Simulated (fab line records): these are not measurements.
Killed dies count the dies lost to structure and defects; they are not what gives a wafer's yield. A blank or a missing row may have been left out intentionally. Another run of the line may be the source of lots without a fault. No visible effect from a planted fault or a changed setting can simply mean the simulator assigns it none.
fab line records -- flow nand_harc -- part 1 of 2: steps 1 to 22 of 34
[record] lots = 5, wafers = 15, last_day = 33
route steps=1302 shown A_BLC@1114 A_M0@1137
lots with no fault: from the same line, run without faults
start_h: start of the lot's first displayed wafer, in hours after the record's first day -- wait_h: how many hours have passed since the lot's step before this one -- " unchanged from the row above -- L1.1+2: one row covering several wafers at once -- - no value, or no start was given -- * or withheld: withheld -- < > ~ a bound
route shown NAME@n: a module of which the file shows steps, and the number in the route of the first -- usual: mean/standard deviation of fault-free wafers -- same: alike in all rows -- chamber/n: place in a boat -- sites: per-site readings -- _std_site: their standard deviation -- _edge_site: outer sites' mean less inner sites' -- radius_mm: how far each site lies from the wafer's centre -- mask NAME#n: copy n -- behind: the most recent tool/chamber to have shaped the wafer -- hold: cause of the lot's hold/its duration in hours/its outcome -- device: whichever transistor did not switch (one of n, p or np) -- end of line: at the end of the route, the tests of the same wafers -- a step given without rows: its recipe and nothing more -- killed: the dies lost at the first sort to structure and to defects; this is not the yield of the wafer -- map: per-die view of a wafer (x killed, . not killed, _ where there is no die)
set.NAME: setting as actually run; set.NAME@STEP: the setting as run at that earlier step -- model.NAME: the simulator's own value behind a step, which no gauge read
certain route steps with their lots: each step a table, each wafer a row
services: the hour from which a tool's chamber was out of use, counted from the record's first day as start_h (under 0 if before that day), plus the number of hours and why
[[steps]]
[step NHARC_A_BLC_EXPOSE_07]
[recipe] na = 1.35, target_cd_nm = 100, dose_mj = 67.97, mask_id = A_BLC
lot.wafer,tool,chamber,start_h,wait_h,mask
L076.1+3+4,arfi_scanner-02,0,531.56,-,A_BLC#0
L080.1+2+5,arfi_scanner-02,0,591.01,-,A_BLC#0
L085.1+4+5,arfi_scanner-03,0,626.45,-,A_BLC#0
L086.2+3+5,arfi_scanner-03,0,630.56,-,A_BLC#0
L095.1+3+5,arfi_scanner-03,0,734.13,-,A_BLC#0
[step NHARC_A_BLC_PEB_08]
[recipe] peb_temp_c = 100, peb_time_s = 65
[usual] chill_plate_temp_C = 22.99/0.11
lot.wafer,tool,chamber,start_h,wait_h,chill_plate_temp_C
L076.1,litho_track-04,0,531.62,0.1,22.88
L076.3,litho_track-04,0,531.62,0.1,22.99
L076.4,litho_track-04,0,531.62,0.1,23.01
L080.1,litho_track-06,0,591.07,0.1,23.10
L080.2,litho_track-06,0,591.07,0.1,22.99
L080.5,litho_track-06,0,591.07,0.1,23.04
L085.1,litho_track-01,0,626.51,0.1,23.21
L085.4,litho_track-01,0,626.51,0.1,22.98
L085.5,litho_track-01,0,626.51,0.1,23.16
L086.2,litho_track-04,0,630.62,0.1,22.90
L086.3,litho_track-04,0,630.62,0.1,22.97
L086.5,litho_track-04,0,630.62,0.1,22.83
L095.1,litho_track-06,0,734.19,0.1,22.98
L095.3,litho_track-06,0,734.19,0.1,22.86
L095.5,litho_track-06,0,734.19,0.1,22.91
[step NHARC_A_BLC_DEVELOP_09]
[recipe] develop_time_s = 35, dev_temp_c = 23
[usual] chill_plate_temp_C = 22.99/0.11, developer_temp_C = 22.99/0.1
[same] develop_time_s = 35
lot.wafer,tool,chamber,start_h,wait_h,chill_plate_temp_C,developer_temp_C
L076.1,litho_track-04,0,-,-,23.18,23.04
L076.3,litho_track-04,0,-,-,22.92,22.92
L076.4,litho_track-04,0,-,-,23.09,23.04
L080.1,litho_track-06,0,-,-,22.92,23.00
L080.2,litho_track-06,0,-,-,22.83,22.99
L080.5,litho_track-06,0,-,-,22.97,23.18
L085.1,litho_track-01,0,-,-,22.92,22.77
L085.4,litho_track-01,0,-,-,22.98,22.99
L085.5,litho_track-01,0,-,-,22.91,22.91
L086.2,litho_track-04,0,-,-,23.15,22.94
L086.3,litho_track-04,0,-,-,22.80,23.03
L086.5,litho_track-04,0,-,-,23.18,22.89
L095.1,litho_track-06,0,-,-,23.09,22.90
L095.3,litho_track-06,0,-,-,22.96,23.05
L095.5,litho_track-06,0,-,-,23.14,23.08
[step NHARC_A_BLC_CD_MEAS_10]
[recipe] target_cd_nm = 100, landing_energy_ev = 500
[usual] cd_nm = 100.1/0.58
lot.wafer,tool,chamber,start_h,wait_h,cd_nm
L076.1,cd_sem-03,0,531.70,-,100.0
L076.3,cd_sem-03,0,531.70,-,100.3
L076.4,cd_sem-03,0,531.70,-,99.8
L080.1,cd_sem-03,0,591.15,-,100.0
L080.2,cd_sem-03,0,591.15,-,99.4
L080.5,cd_sem-03,0,591.15,-,100.2
L085.1,cd_sem-01,0,626.59,-,101.4
L085.4,cd_sem-01,0,626.59,-,99.9
L085.5,cd_sem-01,0,626.59,-,100.0
L086.2,cd_sem-03,0,630.70,-,99.3
L086.3,cd_sem-03,0,630.70,-,100.0
L086.5,cd_sem-03,0,630.70,-,99.8
L095.1,cd_sem-03,0,734.27,-,99.5
L095.3,cd_sem-03,0,734.27,-,99.8
L095.5,cd_sem-03,0,734.27,-,98.7
[step NHARC_A_BLC_OVL_MEAS_11]
[usual] overlay_x_nm = -0.1/0.84, overlay_y_nm = 0.0/0.84
lot.wafer,tool,chamber,start_h,wait_h,overlay_x_nm,overlay_y_nm
L076.1,overlay-01,-,531.79,-,0.0,0.6
L076.3,overlay-01,-,531.79,-,0.1,0.5
L076.4,overlay-01,-,531.79,-,1.0,0.3
L080.1,overlay-02,-,591.24,-,-1.3,-0.3
L080.2,overlay-02,-,591.24,-,-1.3,0.0
L080.5,overlay-02,-,591.24,-,-0.3,0.0
L085.1,overlay-01,-,626.68,-,-1.6,-0.2
L085.4,overlay-01,-,626.68,-,-1.0,-0.5
L085.5,overlay-01,-,626.68,-,-1.0,-0.6
L086.2,overlay-01,-,630.80,-,1.3,-1.3
L086.3,overlay-01,-,630.80,-,1.1,-0.8
L086.5,overlay-01,-,630.80,-,1.0,-1.1
L095.1,overlay-02,-,734.36,-,1.1,0.6
L095.3,overlay-02,-,734.36,-,1.2,0.0
L095.5,overlay-02,-,734.36,-,0.8,0.6
[step NHARC_A_BLC_INSPECT_12]
[usual] raw_defect_count = 82/37
lot.wafer,tool,chamber,start_h,wait_h,raw_defect_count
L076.1,defect_inspect-02,-,531.83,0.0,17
L076.3,defect_inspect-02,-,531.83,0.0,15
L076.4,defect_inspect-02,-,531.83,0.0,20
L080.1,defect_inspect-02,-,591.28,0.0,132
L080.2,defect_inspect-02,-,591.28,0.0,119
L080.5,defect_inspect-02,-,591.28,0.0,120
L085.1,defect_inspect-01,-,626.71,0.0,93
L085.4,defect_inspect-01,-,626.71,0.0,94
L085.5,defect_inspect-01,-,626.71,0.0,94
L086.2,defect_inspect-01,-,630.83,0.0,25
L086.3,defect_inspect-01,-,630.83,0.0,25
L086.5,defect_inspect-01,-,630.83,0.0,22
L095.1,defect_inspect-02,-,734.40,0.0,35
L095.3,defect_inspect-02,-,734.40,0.0,34
L095.5,defect_inspect-02,-,734.40,0.0,43
[step NHARC_A_BLC_DESCUM_15]
[recipe] time_s = 3, o2_flow_sccm = 200, ar_flow_sccm = 0, bias_power_w = 0, chemistry = O2
[usual] drypump_motor_current_A = 5.6/0.3, oes_product_au = 1.004/0.0078, rf_vpp_V = 57.6/0.85, showerhead_plenum_p_Torr = 1.89/0.065, throttle_valve_pct = 11.311/0.0097
lot.wafer,tool,chamber,start_h,wait_h,drypump_motor_current_A,oes_product_au,rf_hours_counter_h,rf_vpp_V,showerhead_plenum_p_Torr,throttle_valve_pct
L076.3,rie_diel-09,1,531.90,0.1,5.6,1.018,2,56.5,1.78,11.316
L076.1,rie_diel-09,2,531.90,0.1,6.0,0.986,2,57.6,1.92,11.301
L076.4,rie_diel-09,2,531.90,0.1,6.0,1.001,-,57.1,1.91,11.311
L080.2,rie_diel-09,1,591.35,0.1,5.5,0.997,5,57.9,1.78,11.314
L080.1,rie_diel-09,2,591.35,0.1,6.0,0.995,5,57.9,1.91,11.291
L080.5,rie_diel-09,1,591.35,0.1,5.6,1.002,-,57.4,1.78,11.313
L085.4,rie_diel-10,0,626.77,0.1,5.3,1.002,2,58.5,1.96,11.304
L085.1,rie_diel-10,1,626.77,0.1,5.1,1.007,2,56.7,1.82,11.315
L085.5,rie_diel-10,1,626.77,0.1,5.1,0.998,-,56.6,1.82,11.284
L086.3,rie_diel-09,3,630.89,0.1,5.9,0.999,8,58.6,1.98,11.308
L086.2,rie_diel-09,1,630.89,0.1,5.6,1.003,8,56.4,1.78,11.317
L086.5,rie_diel-09,0,630.89,0.1,5.4,1.001,-,58.6,1.95,11.313
L095.1,rie_diel-10,1,734.46,0.1,5.1,1.005,12,57.1,1.82,11.318
L095.3,rie_diel-10,2,734.46,0.1,5.6,1.010,14,55.7,1.87,11.319
L095.5,rie_diel-10,1,734.46,0.1,5.1,1.006,-,57.4,1.82,11.316
[step NHARC_A_BLC_ETCH_16]
[recipe] target_depth_a = 390, over_etch_frac = 0.3, time_s = 65, ion_energy_ev = 80, cf4_flow_sccm = 150, ar_flow_sccm = 0, rf_w = 300, bias_w = 100, chemistry = CF4
[usual] drypump_motor_current_A = 5.63/0.3, oes_product_au = 1.003/0.0092, rf_vpp_V = 151.1/1, showerhead_plenum_p_Torr = 1.75/0.055, throttle_valve_pct = 13.283/0.0089
lot.wafer,tool,chamber,start_h,wait_h,drypump_motor_current_A,oes_product_au,rf_hours_counter_h,rf_vpp_V,showerhead_plenum_p_Torr,throttle_valve_pct
L076.3,rie_diel-09,3,531.99,0.1,5.87,1.002,2,152.2,1.82,13.271
L076.1,rie_diel-09,2,531.99,0.1,6.02,0.995,2,150.9,1.77,13.297
L076.4,rie_diel-09,1,531.99,0.1,5.55,1.010,-,150.2,1.65,13.280
L080.2,rie_diel-09,2,591.42,0.1,6.02,0.982,5,150.4,1.77,13.290
L080.1,rie_diel-09,3,591.42,0.1,5.87,0.997,5,150.6,1.82,13.290
L080.5,rie_diel-09,2,591.42,0.1,6.02,0.987,-,152.5,1.77,13.290
L085.1,rie_diel-10,3,626.87,0.1,5.74,0.988,2,151.3,1.71,13.279
L085.4,rie_diel-10,1,626.87,0.1,5.08,0.998,2,150.9,1.69,13.272
L085.5,rie_diel-10,2,626.87,0.1,5.57,1.009,-,151.4,1.74,13.278
L086.3,rie_diel-09,3,630.98,0.1,5.87,0.994,8,150.9,1.82,13.285
L086.2,rie_diel-09,2,630.98,0.1,6.04,0.992,8,152.2,1.77,13.289
L086.5,rie_diel-09,0,630.98,0.1,5.38,1.007,-,151.9,1.80,13.285
L095.3,rie_diel-10,3,734.55,0.1,5.77,0.994,13,151.4,1.71,13.281
L095.1,rie_diel-10,0,734.55,0.1,5.29,1.000,10,152.0,1.80,13.277
L095.5,rie_diel-10,2,734.55,0.1,5.56,1.003,-,151.1,1.73,13.296
[step NHARC_A_BLC_ETCH_17]
[recipe] target_depth_a = 3900, over_etch_frac = 0.25, time_s = 609.38, ion_energy_ev = 200, n2_flow_sccm = 150, h2_flow_sccm = 150, ar_flow_sccm = 0, rf_w = 400, bias_w = 150, chemistry = N2/H2
[usual] drypump_motor_current_A = 5.62/0.3, n2_flow_sccm = 149.9/0.46, oes_product_au = 1.002/0.0094, rf_vpp_V = 430.1/2.2, showerhead_plenum_p_Torr = 2.02/0.073, throttle_valve_pct = 14.171/0.0086
lot.wafer,tool,chamber,start_h,wait_h,drypump_motor_current_A,n2_flow_sccm,oes_product_au,rf_hours_counter_h,rf_vpp_V,showerhead_plenum_p_Torr,throttle_valve_pct
L076.1,rie_diel-09,3,-,-,5.87,150.0,1.002,2,432.0,2.11,14.184
L076.3,rie_diel-09,1,-,-,5.55,150.0,1.016,2,426.9,1.89,14.167
L076.4,rie_diel-09,3,-,-,5.89,149.9,1.002,-,432.5,2.11,14.163
L080.2,rie_diel-09,3,-,-,5.86,150.2,1.002,5,432.4,2.11,14.184
L080.1,rie_diel-09,0,-,-,5.41,150.4,1.001,5,430.7,2.08,14.186
L080.5,rie_diel-09,1,-,-,5.57,150.0,0.988,-,425.4,1.89,14.177
L085.4,rie_diel-10,3,-,-,5.76,149.3,0.995,2,430.2,1.97,14.172
L085.1,rie_diel-10,1,-,-,5.08,150.2,1.001,2,427.7,1.94,14.164
L085.5,rie_diel-10,3,-,-,5.77,149.1,1.000,-,428.9,1.97,14.188
L086.3,rie_diel-09,0,-,-,5.41,149.7,0.999,8,431.1,2.08,14.164
L086.2,rie_diel-09,1,-,-,5.56,149.7,0.989,8,425.8,1.89,14.170
L086.5,rie_diel-09,2,-,-,6.04,150.2,0.995,-,430.2,2.04,14.173
L095.3,rie_diel-10,0,-,-,5.32,149.7,1.005,10,432.8,2.08,14.164
L095.1,rie_diel-10,1,-,-,5.09,149.8,1.008,12,427.5,1.94,14.182
L095.5,rie_diel-10,3,-,-,5.73,149.2,1.002,-,428.5,1.96,14.172
[step NHARC_A_BLC_ETCH_18]
[recipe] target_depth_a = 9100, c4f8_flow_sccm = 20, o2_flow_sccm = 10, ar_flow_sccm = withheld, rf_w = 600, bias_w = 1500, chemistry = C4F8/O2/Ar
[usual] oes_product_au = 0.954/0.021, rf_vpp_V = 977/4.4
lot.wafer,tool,chamber,start_h,wait_h,oes_product_au,rf_hours_counter_h,rf_vpp_V
L076.3,rie_diel-09,3,-,-,0.927,2,980
L076.1,rie_diel-09,2,-,-,0.924,2,978
L076.4,rie_diel-09,3,-,-,0.935,-,981
L080.2,rie_diel-09,2,-,-,0.957,6,979
L080.1,rie_diel-09,1,-,-,0.953,5,970
L080.5,rie_diel-09,3,-,-,0.966,-,983
L085.4,rie_diel-10,1,-,-,0.962,2,972
L085.1,rie_diel-10,3,-,-,0.975,2,974
L085.5,rie_diel-10,1,-,-,0.956,-,972
L086.2,rie_diel-09,0,-,-,0.931,8,980
L086.3,rie_diel-09,1,-,-,0.918,8,969
L086.5,rie_diel-09,3,-,-,0.921,-,982
L095.3,rie_diel-10,1,-,-,0.951,12,973
L095.1,rie_diel-10,2,-,-,0.961,14,975
L095.5,rie_diel-10,2,-,-,0.962,-,976
[step NHARC_A_BLC_CD_MEAS_19]
[usual] cd_nm = 100.7/1.6
lot.wafer,tool,chamber,start_h,wait_h,cd_nm
L076.1,cd_sem-03,-,533.04,-,101.4
L076.3,cd_sem-03,-,533.04,-,101.7
L076.4,cd_sem-03,-,533.04,-,101.3
L080.1,cd_sem-03,-,592.30,-,100.1
L080.2,cd_sem-03,-,592.30,-,98.4
L080.5,cd_sem-03,-,592.30,-,101.4
L085.1,cd_sem-02,-,627.74,-,102.3
L085.4,cd_sem-02,-,627.74,-,102.1
L085.5,cd_sem-02,-,627.74,-,102.5
L086.2,cd_sem-03,-,631.86,-,99.8
L086.3,cd_sem-03,-,631.86,-,100.0
L086.5,cd_sem-03,-,631.86,-,102.5
L095.1,cd_sem-03,-,735.43,-,99.1
L095.3,cd_sem-03,-,735.43,-,100.0
L095.5,cd_sem-03,-,735.43,-,97.5
[step NHARC_A_BLC_STRIP_29]
[recipe] cf4_flow_sccm = 150, ar_flow_sccm = 0, bias_w = 0, chemistry = CF4
[usual] drypump_motor_current_A = 5.7/0.33, oes_product_au = 1.002/0.0072, rf_vpp_V = 59.4/0.83, showerhead_plenum_p_Torr = 1.75/0.057, throttle_valve_pct = 13.283/0.0092
lot.wafer,tool,chamber,start_h,wait_h,drypump_motor_current_A,oes_product_au,rf_hours_counter_h,rf_vpp_V,showerhead_plenum_p_Torr,throttle_valve_pct
L076.1,rie_diel-09,3,533.11,0.1,5.9,1.013,2,59.9,1.82,13.289
L076.3,rie_diel-09,1,533.11,0.1,5.6,1.006,2,59.4,1.65,13.307
L076.4,rie_diel-09,1,533.11,0.1,5.6,1.013,-,58.3,1.65,13.285
L080.2,rie_diel-09,2,592.38,0.1,6.1,0.994,6,59.8,1.77,13.292
L080.1,rie_diel-09,1,592.38,0.1,5.6,1.004,5,59.6,1.65,13.284
L080.5,rie_diel-09,2,592.38,0.1,6.0,0.996,-,59.7,1.77,13.275
L085.1,rie_diel-09,0,627.82,0.1,5.4,1.011,7,60.9,1.80,13.288
L085.4,rie_diel-09,3,627.82,0.1,5.9,0.993,8,59.1,1.82,13.281
L085.5,rie_diel-09,1,627.82,0.1,5.6,1.001,-,58.0,1.65,13.278
L086.2,rie_diel-10,2,631.93,0.1,5.6,1.015,3,59.6,1.73,13.285
L086.3,rie_diel-10,2,631.93,0.1,5.6,1.013,-,58.4,1.74,13.277
L086.5,rie_diel-10,2,631.93,0.1,5.6,1.008,-,59.3,1.74,13.299
L095.3,rie_diel-10,3,735.51,0.1,5.7,0.993,14,57.9,1.71,13.281
L095.1,rie_diel-10,1,735.51,0.1,5.1,0.989,12,60.3,1.69,13.282
L095.5,rie_diel-10,2,735.51,0.1,5.6,0.995,-,58.6,1.73,13.296
[step NHARC_A_BLC_STRIP_21]
[recipe] o2_flow_sccm = 500, ar_flow_sccm = 0, bias_w = 0, chemistry = O2
[usual] drypump_motor_current_A = 5.7/0.33, oes_product_au = 1.003/0.0079, rf_vpp_V = 57.7/0.81, showerhead_plenum_p_Torr = 3.50/0.11, throttle_valve_pct = 17.035/0.0098
lot.wafer,tool,chamber,start_h,wait_h,drypump_motor_current_A,oes_product_au,rf_hours_counter_h,rf_vpp_V,showerhead_plenum_p_Torr,throttle_valve_pct
L076.1,rie_diel-09,1,533.24,0.1,5.5,1.025,2,57.1,3.30,17.025
L076.3,rie_diel-09,3,533.24,0.1,5.9,1.014,2,58.3,3.64,17.036
L076.4,rie_diel-09,2,533.24,0.1,6.1,1.010,-,58.3,3.53,17.044
L080.2,rie_diel-09,1,592.48,0.1,5.6,0.993,5,57.3,3.29,17.016
L080.1,rie_diel-09,2,592.48,0.1,6.0,0.990,6,57.3,3.53,17.031
L080.5,rie_diel-09,2,592.48,0.1,6.0,0.983,-,56.7,3.53,17.045
L085.1,rie_diel-09,1,627.92,0.1,5.6,1.007,8,57.0,3.29,17.029
L085.4,rie_diel-09,2,627.92,0.1,6.0,0.990,8,58.6,3.53,17.021
L085.5,rie_diel-09,2,627.92,0.1,6.0,0.994,-,56.8,3.53,17.036
L086.2,rie_diel-10,2,632.10,0.1,5.6,1.015,3,56.5,3.46,17.056
L086.3,rie_diel-10,2,632.10,0.1,5.6,1.005,-,57.3,3.46,17.033
L086.5,rie_diel-10,1,632.10,0.1,5.1,1.004,-,57.9,3.37,17.027
L095.3,rie_diel-10,0,735.61,0.1,5.3,1.000,10,58.1,3.60,17.055
L095.1,rie_diel-10,2,735.61,0.1,5.5,1.009,15,58.3,3.46,17.037
L095.5,rie_diel-10,1,735.61,0.1,5.1,1.016,-,57.0,3.37,17.028
[step NHARC_A_BLC_STRIP_22]
[recipe] time_s = 600, temp_c = 30, chemistry = post_etch_residue_remover
lot.wafer,tool,chamber,start_h,wait_h
L076.4+1+3,wet_bench-04,"3,4,5",533.45,-
L080.2+1+5,wet_bench-04,"3,4,6",592.63,-
L085.5+1+4,wet_bench-04,"3,4,6",628.08,-
L086.5+2+3,wet_bench-09,"1,3,6",632.31,0.1
L095.5+1+3,wet_bench-07,"1,2,5",735.77,-
[step NHARC_A_BLC_DEGAS_30]
[recipe] temp_c = 300, time_s = 60
[usual] heater_power_w = 463/46
lot.wafer,tool,chamber,start_h,wait_h,heater_power_w
L076.1,pvd_sputter-02,-,533.72,-,471
L076.3,pvd_sputter-02,-,533.72,-,465
L076.4,pvd_sputter-02,-,533.72,-,398
L080.2,pvd_sputter-01,-,592.91,-,411
L080.1,pvd_sputter-01,-,592.91,-,486
L080.5,pvd_sputter-01,-,592.91,-,415
L085.4,pvd_sputter-03,-,628.36,-,444
L085.1,pvd_sputter-03,-,628.36,-,446
L085.5,pvd_sputter-03,-,628.36,-,542
L086.2,pvd_sputter-03,-,632.59,-,551
L086.3,pvd_sputter-03,-,632.59,-,539
L086.5,pvd_sputter-03,-,632.59,-,449
L095.3,pvd_sputter-03,-,736.03,-,537
L095.1,pvd_sputter-03,-,736.03,-,591
L095.5,pvd_sputter-03,-,736.03,-,541
[step NHARC_A_BLC_PRE_CLEAN_31]
[recipe] time_s = 15, bias_v = 250, gas = Ar
lot.wafer,tool,chamber,start_h,wait_h
L076.3+4+1,pvd_sputter-02,-,-,-
L080.1+2+5,pvd_sputter-01,-,-,-
L085.4+1+5,pvd_sputter-03,-,-,-
L086.3+2+5,pvd_sputter-03,-,-,-
L095.3+1+5,pvd_sputter-03,-,-,-
[step NHARC_A_BLC_PVD_32]
[recipe] target_thk_a = 50, chamber_pressure_pa = 5, power_w = 5000, substrate_temp_c = 200, time_s = 17.7, material = Ti
[usual] throttle_valve_pct = 29.9/1.1
lot.wafer,tool,chamber,start_h,wait_h,throttle_valve_pct
L076.4,pvd_sputter-02,-,-,-,31.5
L076.3,pvd_sputter-02,-,-,-,29.4
L076.1,pvd_sputter-02,-,-,-,27.5
L080.1,pvd_sputter-01,-,-,-,29.6
L080.2,pvd_sputter-01,-,-,-,32.6
L080.5,pvd_sputter-01,-,-,-,29.7
L085.4,pvd_sputter-03,-,-,-,29.8
L085.1,pvd_sputter-03,-,-,-,29.8
L085.5,pvd_sputter-03,-,-,-,29.9
L086.3,pvd_sputter-03,-,-,-,29.5
L086.2,pvd_sputter-03,-,-,-,29.7
L086.5,pvd_sputter-03,-,-,-,29.7
L095.3,pvd_sputter-03,-,-,-,29.0
L095.1,pvd_sputter-03,-,-,-,29.8
L095.5,pvd_sputter-03,-,-,-,28.3
[step NHARC_A_BLC_ALD_23]
[recipe] target_thk_a = 30, pulse_time_s = 1, ald_cycles = 150, temp_c = 450, material = TiN
[usual] heater_power_w = 1126/100, precursor_pulse_height_rel = 0.997/0.022
lot.wafer,tool,chamber,start_h,wait_h,heater_power_w,precursor_pulse_height_rel
L076.1,ald_metal-03,3,534.06,-,1023,1.016
L076.4,ald_metal-03,0,534.06,-,1240,1.030
L076.3,ald_metal-03,1,534.06,-,1050,0.982
L080.1,ald_metal-04,3,593.14,-,1281,1.002
L080.2,ald_metal-04,2,593.14,-,1027,1.008
L080.5,ald_metal-04,3,593.14,-,1231,0.992
L085.1,ald_metal-04,0,628.60,-,1148,0.975
L085.4,ald_metal-04,1,628.60,-,1288,0.997
L085.5,ald_metal-04,0,628.60,-,1140,0.971
L086.2,ald_metal-04,1,632.83,-,1249,0.971
L086.3,ald_metal-04,3,632.83,-,1247,0.960
L086.5,ald_metal-04,1,632.83,-,1289,1.024
L095.1,ald_metal-04,1,736.28,-,1242,1.020
L095.3,ald_metal-04,0,736.28,-,1148,0.981
L095.5,ald_metal-04,0,736.28,-,1129,1.020
[step NHARC_A_BLC_CVD_24]
[recipe] target_thk_a = 1500, temp_c = 300, pressure_torr = 40, wf6_flow_sccm = 40, h2_flow_sccm = 1600, ar_flow_sccm = 1560, time_s = 434, material = W
[usual] heater_power_w = 490/27, throttle_valve_pct = 7.7/0.4
lot.wafer,tool,chamber,start_h,wait_h,heater_power_w,throttle_valve_pct
L076.1,cvd_w-01,1,-,-,444,8.5
L076.3,cvd_w-01,0,-,-,464,7.7
L076.4,cvd_w-01,1,-,-,443,8.4
L080.1,cvd_w-02,0,-,-,513,7.5
L080.2,cvd_w-02,1,-,-,498,7.7
L080.5,cvd_w-02,1,-,-,478,7.7
L085.1,cvd_w-02,1,-,-,491,7.1
L085.4,cvd_w-02,1,-,-,493,7.4
L085.5,cvd_w-02,0,-,-,509,7.5
L086.2,cvd_w-01,1,-,-,455,8.2
L086.3,cvd_w-01,1,-,-,444,8.4
L086.5,cvd_w-01,0,-,-,499,7.9
L095.1,cvd_w-02,0,-,-,528,7.7
L095.3,cvd_w-02,0,-,-,507,7.9
L095.5,cvd_w-02,1,-,-,511,7.6
[step NHARC_A_BLC_CMP_25]
[recipe] t_overpolish_s = 30, target_thk_nm = 150
[usual] motor_current_A = 12.1/1.2, overpolish_run_s = 30.000/0.0096, time_to_endpoint_s = 30/3
lot.wafer,tool,chamber,start_h,wait_h,motor_current_A,overpolish_run_s,time_to_endpoint_s
L076.1,cmp-04,1,534.77,0.4,10.2,29.993,31
L076.3,cmp-04,2,534.77,0.4,11.2,30.004,31
L076.4,cmp-04,0,534.77,0.4,12.0,29.991,35
L080.1,cmp-02,3,593.87,0.5,14.8,30.003,29
L080.2,cmp-02,1,593.87,0.5,12.3,30.002,35
L080.5,cmp-02,0,593.87,0.5,12.5,30.019,31
L085.4,cmp-04,1,629.31,0.2,10.5,29.999,28
L085.1,cmp-04,3,629.31,0.2,14.0,30.002,25
L085.5,cmp-04,1,629.31,0.2,10.8,29.984,31
L086.2,cmp-02,1,633.83,0.5,12.7,30.006,33
L086.3,cmp-02,2,633.83,0.5,11.0,29.996,28
L086.5,cmp-02,0,633.83,0.5,11.8,29.998,31
L095.1,cmp-04,1,737.05,0.4,10.8,29.997,26
L095.3,cmp-04,0,737.05,0.4,12.6,30.000,28
L095.5,cmp-04,2,737.05,0.4,11.3,30.003,28
[step NHARC_A_BLC_SRD_27]
lot.wafer,tool,chamber,start_h,wait_h
L076.3+1+4,wet_bench-04,"6,1,2",535.10,0.0
L080.5+2+1,wet_bench-07,"4,6,1",594.20,0.0
L085.1+5+4,wet_bench-09,"7,0,4",629.63,0.0
L086.3+2+5,wet_bench-04,"4,7,0",634.13,0.0
L095.1+5+3,wet_bench-04,"5,1,2",737.37,0.0
[step NHARC_A_BLC_INSPECT_28]
[usual] raw_defect_count = 477/120
lot.wafer,tool,chamber,start_h,wait_h,raw_defect_count
L076.1,defect_inspect-01,-,535.19,0.1,344
L076.3,defect_inspect-01,-,535.19,0.1,352
L076.4,defect_inspect-01,-,535.19,0.1,331
L080.1,defect_inspect-02,-,594.28,0.1,467
L080.2,defect_inspect-02,-,594.28,0.1,417
L080.5,defect_inspect-02,-,594.28,0.1,453
L085.1,defect_inspect-02,-,629.71,0.1,416
L085.4,defect_inspect-02,-,629.71,0.1,546
L085.5,defect_inspect-02,-,629.71,0.1,656
L086.2,defect_inspect-01,-,634.21,0.1,227
L086.3,defect_inspect-01,-,634.21,0.1,313
L086.5,defect_inspect-01,-,634.21,0.1,264
L095.1,defect_inspect-02,-,737.45,0.1,378
L095.3,defect_inspect-02,-,737.45,0.1,365
L095.5,defect_inspect-02,-,737.45,0.1,401
